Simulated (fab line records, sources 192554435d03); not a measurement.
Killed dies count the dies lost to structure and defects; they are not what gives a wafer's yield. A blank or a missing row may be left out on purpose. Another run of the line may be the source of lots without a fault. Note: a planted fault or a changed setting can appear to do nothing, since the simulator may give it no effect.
Chamber matching + flow n5_finfet + 4 sister chambers for N5_BEOL_M2_ETCH_77 on rie_diel-02
The step etches underlayer in N2/H2, target depth 6.5 nm, time 5.2 s. 4 wafers are shown with their chamber, then 12 later ones without.

== WAFERS PAIRED WITH THEIR CHAMBERS ==
| wafer  | chamber | showerhead_plenum_p_Torr (Torr) |
|--------|---------|---------------------------------|
| L083.4 | 0       | 2.40                            |
| L089.3 | 1       | 2.40                            |
| L089.4 | 3       | 2.57                            |
| L089.5 | 2       | 2.69                            |

== WAFERS MISSING THEIR CHAMBER ==
| wafer  | showerhead_plenum_p_Torr (Torr) |
|--------|---------------------------------|
| L090.3 | 2.40                            |
| L090.4 | 2.57                            |
| L090.5 | 2.69                            |
| L094.1 | 2.68                            |
| L094.2 | 2.40                            |
| L094.3 | 2.71                            |
| L095.2 | 2.39                            |
| L095.4 | 2.71                            |
| L095.6 | 2.40                            |
| L097.4 | 2.68                            |
| L097.5 | 2.56                            |
| L097.6 | 2.68                            |

== THE CHAMBER EACH PASSED THROUGH ==
| wafer  | from the rows above     | in truth                   |
|--------|-------------------------|----------------------------|
| L090.3 | can't be placed: 0 or 1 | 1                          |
| L090.4 | 3                       | 3                          |
| L090.5 | 2                       | 2                          |
| L094.1 | 2                       | 2                          |
| L094.2 | can't be placed: 0 or 1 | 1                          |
| L094.3 | 2                       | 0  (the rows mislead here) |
| L095.2 | can't be placed: 0 or 1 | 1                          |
| L095.4 | 2                       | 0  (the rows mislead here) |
| L095.6 | can't be placed: 0 or 1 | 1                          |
| L097.4 | 2                       | 2                          |
| L097.5 | 3                       | 3                          |
| L097.6 | 2                       | 2                          |
Correctly placed: 6 of 12. These rows do not allow placing 4 (true chamber among the candidates in 4). Number placed wrongly: 2.
How it was worked out, from the rows above alone: a wafer's distance from a chamber is the root of the sum, over the readings, of the square of ((its reading less the chamber's mean) divided by the reading's scatter). If the next closest chamber is less than 2 further off than the closest, the wafer can't be placed; otherwise it belongs to the closest. Each chamber's mean is taken over the wafers shown for it. The scatter (one wafer shown for each chamber): square how far every hidden wafer sits from the nearest shown wafer, average those squares and take the square root.
